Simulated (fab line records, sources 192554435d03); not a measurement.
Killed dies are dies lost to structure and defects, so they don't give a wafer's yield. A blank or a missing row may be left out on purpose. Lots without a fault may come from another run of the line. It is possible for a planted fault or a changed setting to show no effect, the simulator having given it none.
fab line records ; flow n5Finfet
[record] lots = 5; wafers = 12; lastDay = 17
route steps=1938 shown BEOL_M3@1011 BEOL_M4@1021
lots with no fault: from the same line, run without faults
startH: hours from the record's first day to the start of the lot's first wafer shown ; waitH: hours from the lot's prior step to this one ; " same as the row above ; L1.1+2: a row that stands for several wafers ; - no value, or no start was given ; * or withheld: withheld ; < > ~ a bound
route shown NAME@n: a module of which the file shows steps, and the number in the route of the first ; usual: mean/standard deviation taken from wafers without a fault ; same: alike in all rows ; chamber/n: place in a boat ; sites: each site's reading ; _std_site: standard deviation of those values ; _edge_site: inner sites' mean taken away from outer sites' mean ; radiusMm: for every site, how far away it sits from the centre of the wafer ; mask NAME#n: copy n ; behind: the last tool/chamber to shape the wafer ; hold: what put the lot on hold/how long, in hours/how the hold closed ; device: names the non-switching transistor (n, p or np) ; end of line: at the end of the route, the tests of the same wafers ; a step with no rows: only its recipe ; killed: at the first sort, the dies lost to defects and structure; wafer yield is something else ; map: dies across one wafer; x = killed, . = not, _ = none there
set.NAME: the setting the step ran with; set.NAME@STEP: the setting that earlier step ran with ; model.NAME: the simulator's own value behind a step, which no gauge read
lots seen at some steps along the route; tables by step, rows by wafer
services: from which hour (startH, from the record's first day; less than 0 if before it) a tool's chamber was out of use, for how many hours, and why
[[steps]]
[step N5_BEOL_M3_ECD_50]
[recipe] material = Cu; targetThkA = 3000
[step N5_BEOL_M3_ANNEAL_51]
[recipe] tempC = 225; timeS = 90; ambient = N2
[step N5_BEOL_M3_CMP_52]
[recipe] stopOn = SiOC; tOverpolishS = 6.8; downForcePsi = 1; platenRpm = 50; clearingPlatenDownForcePsi = 1.5; clearingPlatenRpm = 50; postCmpClean = cuAlkaline; targetThkNm = 40; clearingPlatenPadVelocityMS = 0.99484; padVelocityMS = 0.99484
[step N5_BEOL_M3_PRE_CLEAN_60]
[recipe] gas = NH3/H2; timeS = 15; tempC = *; rfPowerW = 300
[step N5_BEOL_M3_CO_CAP_55]
[recipe] material = Co; targetThkA = 20; tempC = 200; precursor = CCTBA/H2; pressureTorr = 30; timeS = 102.1
[step N5_BEOL_M3_PRE_CLEAN_56]
[recipe] gas = NH3; timeS = 15; tempC = withheld; rfPowerW = 300
[step N5_BEOL_M3_DEP_57]
[recipe] material = SiCN; targetThkA = 80; tempC = withheld; precursor = 3MS/NH3; pressureTorr = 3; rfW = 202; timeS = 14
[step N5_BEOL_M4_ILD_DEP_00]
[recipe] material = SiOC; targetThkA = 790; tempC = 350; precursor = DEMS/O2; pressureTorr = 5; rfW = 500; timeS = 15.3
[step N5_BEOL_M4_PECVD_72]
[recipe] material = SiO2; targetThkA = 160; tempC = 400; precursor = TEOS/O2; pressureTorr = 5.5; rfW = 450; teosFlowSccm = 53.8; gas = O2; flowSccm = 3000; timeS = 18
[usual] heaterPowerW = 723/120; showerheadPlenumPTorr = 8.76/0.044; throttleValvePct = 22.4/1.2
lot.wafer;tool;chamber;startH;waitH;heaterPowerW;showerheadPlenumPTorr;throttleValvePct;model.SiO2_of_BEOL_M4_PECVD_72.thkNm
L465.2;pecvd-03;2;192.39;0.0;878;8.75;21.6;16
L465.3;pecvd-03;0;192.39;0.0;559;8.77;25.0;15.8
L465.4;pecvd-03;0;192.39;0.0;536;8.76;25.3;15.8
L468.3;pecvd-03;2;210.05;0.0;809;8.76;21.6;16
L468.4;pecvd-03;2;210.05;0.0;803;8.73;21.6;17.4
L470.1;pecvd-03;2;218.52;0.0;718;8.77;21.8;17
L470.4;pecvd-03;1;218.52;0.0;528;8.82;20.7;17
L473.1;pecvd-03;1;241.08;0.0;469;8.83;21.1;16.8
L473.4;pecvd-03;0;241.08;0.0;635;8.75;25.3;17
L480.2;pecvd-02;1;277.07;0.0;735;8.79;22.6;15.8
L480.3;pecvd-02;0;277.07;0.0;856;8.77;22.3;16
L480.6;pecvd-02;0;277.07;0.0;852;8.77;21.9;16
[step N5_BEOL_M4_HM_DEP_02]
[recipe] material = TiN; targetThkA = 200; tempC = 25; chamberPressurePa = 0.49996
[step N5_BEOL_M4_COAT_61]
[recipe] resist = SOC; tempC = 250; timeS = 60; spinRpm = 1500; resistThkNm = 60
[step N5_BEOL_M4_COAT_62]
[recipe] resist = SiARC; tempC = 220; timeS = 60; spinRpm = 1500; resistThkNm = 12
[step N5_BEOL_M4_COAT_73]
[recipe] resist = underlayer; tempC = 205; timeS = 60; spinRpm = 1500; resistThkNm = 5
[step N5_BEOL_M4_COAT_05]
[recipe] resist = CAR-EUV; spinRpm = 1500; resistThkNm = 30
[step N5_BEOL_M4_EBR_07]
[recipe] solvent = PGMEA; ebrWidthMm = 1.5
[step N5_BEOL_M4_SOFTBAKE_06]
[recipe] tempC = 110; timeS = 60; resist = CAR-EUV
[step N5_BEOL_M4_EXPOSE_08]
[recipe] maskId = M4; na = 0.33; sourceShape = dipole; sigmaInner = 0.369; sigmaOuter = 0.767; polarization = unpolarized; doseMj = 41.25
[step N5_BEOL_M4_PEB_09]
[recipe] pebTempC = 100; pebTimeS = 60; resist = CAR-EUV
[step N5_BEOL_M4_DEVELOP_10]
[recipe] developTimeS = 30; developer = TMAH; resist = CAR-EUV; rinseLiquid = surfactantRinse; dry = airSpin; devTempC = 23
[step N5_BEOL_M4_DESCUM_16]
[recipe] chemistry = O2; timeS = 7; sourcePowerW = 50; biasPowerW = 20; pressureMtorr = 20; rfFrequencyHz = 2.712e+07; tempC = 40; resist = CAR-EUV; o2FlowSccm = 225
[step N5_BEOL_M4_ETCH_74]
[recipe] chemistry = N2/H2; target = underlayer; targetDepthA = 65; maskMaterial = CAR-EUV; timeS = 5.2; ionEnergyEv = 200; pressureMtorr = 30; sourceW = 840; biasW = 150; n2FlowSccm = 200; h2FlowSccm = 200; ends = cleared
[step N5_BEOL_M4_ETCH_63]
[recipe] chemistry = CF4; target = SiARC; targetDepthA = 156; maskMaterial = CAR-EUV; timeS = 26; ionEnergyEv = 80; pressureMtorr = 40; sourceW = 545; biasW = 36; Ar_flow_sccm = 100; cf4FlowSccm = 100; ends = cleared
[step N5_BEOL_M4_ETCH_64]
[recipe] chemistry = N2/H2; target = SOC; targetDepthA = 750; overetchA = 225; maskMaterial = SiARC; tempC = 40; timeS = 121.9; ionEnergyEv = 200; pressureMtorr = 30; sourceW = 840; biasW = 150; n2FlowSccm = 200; h2FlowSccm = 200
[step N5_BEOL_M4_STRIP_65]
[recipe] chemistry = N2/H2; tempC = 40; n2FlowSccm = 200; h2FlowSccm = 200; rfFrequencyHz = 6e+07
[step N5_BEOL_M4_STRIP_75]
[recipe] chemistry = N2/H2; tempC = 40; n2FlowSccm = 200; h2FlowSccm = 200; rfFrequencyHz = 6e+07
[step N5_BEOL_M4_STRIP_66]
[recipe] chemistry = CF4; resist = SiARC; powerW = 300; biasPowerW = 75; pressureMtorr = 50; cf4FlowSccm = 150; rfFrequencyHz = 6e+07
[step N5_BEOL_M4_HM_OPEN_17]
[recipe] chemistry = Cl2/BCl3; targetDepthA = 200; overetchA = 60; target = TiN; maskMaterial = SOC; ionEnergyEv = 150; pressureMtorr = 10; icpW = 1000; biasW = 126; Cl2_flow_sccm = 53.25; bcl3FlowSccm = 21.75; Ar_flow_sccm = 25
[step N5_BEOL_M4_STRIP_19]
[recipe] chemistry = O2; powerW = 400; tempC = 40; pressureMtorr = 30; rfFrequencyHz = 6e+07; biasPowerW = 0; overashFraction = 0.2; o2FlowSccm = 225
[step N5_BEOL_M4_COAT_67]
[recipe] resist = SOC; tempC = 250; timeS = 60; spinRpm = 1500; resistThkNm = 60
[step N5_BEOL_M4_COAT_68]
[recipe] resist = SiARC; tempC = 220; timeS = 60; spinRpm = 1500; resistThkNm = 12
[step N5_BEOL_M4_COAT_76]
[recipe] resist = underlayer; tempC = 205; timeS = 60; spinRpm = 1500; resistThkNm = 5
[step N5_BEOL_M4_COAT_22]
[recipe] resist = CAR-EUV; spinRpm = 1500; resistThkNm = 30
[step N5_BEOL_M4_EBR_24]
[recipe] solvent = PGMEA; ebrWidthMm = 1.5
[step N5_BEOL_M4_SOFTBAKE_23]
[recipe] tempC = 110; timeS = 60; resist = CAR-EUV
[step N5_BEOL_M4_HM_STRIP_39]
[recipe] chemistry = peroxideTinStrip; material = TiN; targetDepthA = 250; tempC = 50; timeS = 158
lot.wafer;tool;chamber;startH;waitH;model.SiO2_of_BEOL_M4_PECVD_72.thkNm
L465.2;wetBench-01;3;196.02;0.0;16
L465.3;wetBench-01;5;196.02;0.0;15.6
L465.4;wetBench-01;2;196.02;0.0;15.8
L468.3;wetBench-01;4;216.57;0.0;15.8
L468.4;wetBench-01;2;216.57;0.0;17.2
L470.1;wetBench-02;2;222.41;0.0;16.8
L470.4;wetBench-02;5;222.41;0.0;17
L473.1;wetBench-02;0;244.91;0.0;16.6
L473.4;wetBench-02;1;244.91;0.0;16.8
L480.2+3+6;wetBench-02;4,5,7;297.06;0.0;15.8
[step N5_BEOL_M4_RC_MEAS_101]
[usual] DIBL_N = 36.1/1.5; DIBL_P = 36.1/1.9; IOFF_N = 0.159/0.029; IOFF_P = 0.21/0.038; ION_N = 675/11; ION_P = 464/8.1; SS_N = 71.5/0.57; SS_P = 73.3/0.64; VT_N = 249/3.1; VT_P = -250/3.8
lot.wafer;tool;chamber;startH;waitH;DIBL_N[mV/V];DIBL_P[mV/V];IOFF_N[nA/um];IOFF_P[nA/um];ION_N[uA/um];ION_P[uA/um];SS_N[mV/dec];SS_P[mV/dec];VT_N[mV];VT_P[mV]
L465.2;prober-02;0;199.85;0.2;37.1;36.0;0.168;0.21;689;466;71.5;73.3;247;-250
L465.3;prober-02;0;199.85;0.2;38.0;36.6;0.181;0.22;684;468;72.0;73.3;245;-251
L465.4;prober-02;0;199.85;0.2;35.9;34.7;0.140;0.19;678;465;72.1;72.8;249;-251
L468.3;prober-02;0;221.19;0.3;38.5;38.5;0.194;0.27;688;475;72.3;74.2;245;-245
L468.4;prober-02;0;221.19;0.3;38.9;38.6;0.195;0.27;682;472;71.8;74.2;244;-243
L470.1;prober-01;0;226.72;0.0;35.2;34.5;0.148;0.24;674;467;71.2;73.2;250;-246
L470.4;prober-01;0;226.72;0.0;37.5;37.0;0.194;0.28;686;480;72.1;74.1;246;-243
L473.1;prober-02;0;249.11;0.3;34.2;33.0;0.137;0.16;675;455;70.6;73.3;249;-255
L473.4;prober-02;0;249.11;0.3;34.7;33.6;0.149;0.17;678;456;70.5;73.0;248;-256
L480.2;prober-02;0;300.79;0.2;36.5;37.5;0.160;0.21;679;460;71.0;74.1;250;-253
L480.3;prober-02;0;300.79;0.2;36.1;37.1;0.158;0.20;669;453;71.5;73.8;250;-253
L480.6;prober-02;0;300.79;0.2;34.9;36.2;0.147;0.19;671;456;71.0;73.5;249;-254
[[services]]
tool;chamber;startH;hours;kind
pecvd-02;1;178.61;2.1;scheduledDown
pecvd-03;0;218.77;14.6;repair
pecvd-03;-;232.87;3.7;repair
pecvd-02;-;278.99;1.1;repair
wetBench-02;-;290.01;2.9;repair
[[key]]
firstSign none at tools or gauges
[modelEffect] step = N5_BEOL_M4_PECVD_72; value = SiO2_of_BEOL_M4_PECVD_72.thkNm; without = 15.84; struck = 17.04
[modelEffect] step = N5_BEOL_M4_HM_STRIP_39; value = SiO2_of_BEOL_M4_PECVD_72.thkNm; without = 15.64; struck = 16.88
metAt N5_BEOL_M4_PECVD_72
struckWafers L468.4,L470.1,L470.4,L473.1,L473.4
[baselineLoss] step = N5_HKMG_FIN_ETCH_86; wafers = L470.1
onsetBetween 192.39 210.05
[fault] kind = processParameterDrift; tool = pecvd-03; chamber = -; onsetH = 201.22; steps = N5_BEOL_M4_PECVD_72; channel = timeS; offset = *; shape = step; endH = 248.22; scope = struckWafersOnly; actsIn = *; stated = *
// baselineLoss: these wafers lose ten dies or more at that step, a loss of the line's own and not of a fault; the sort's usual values leave them out
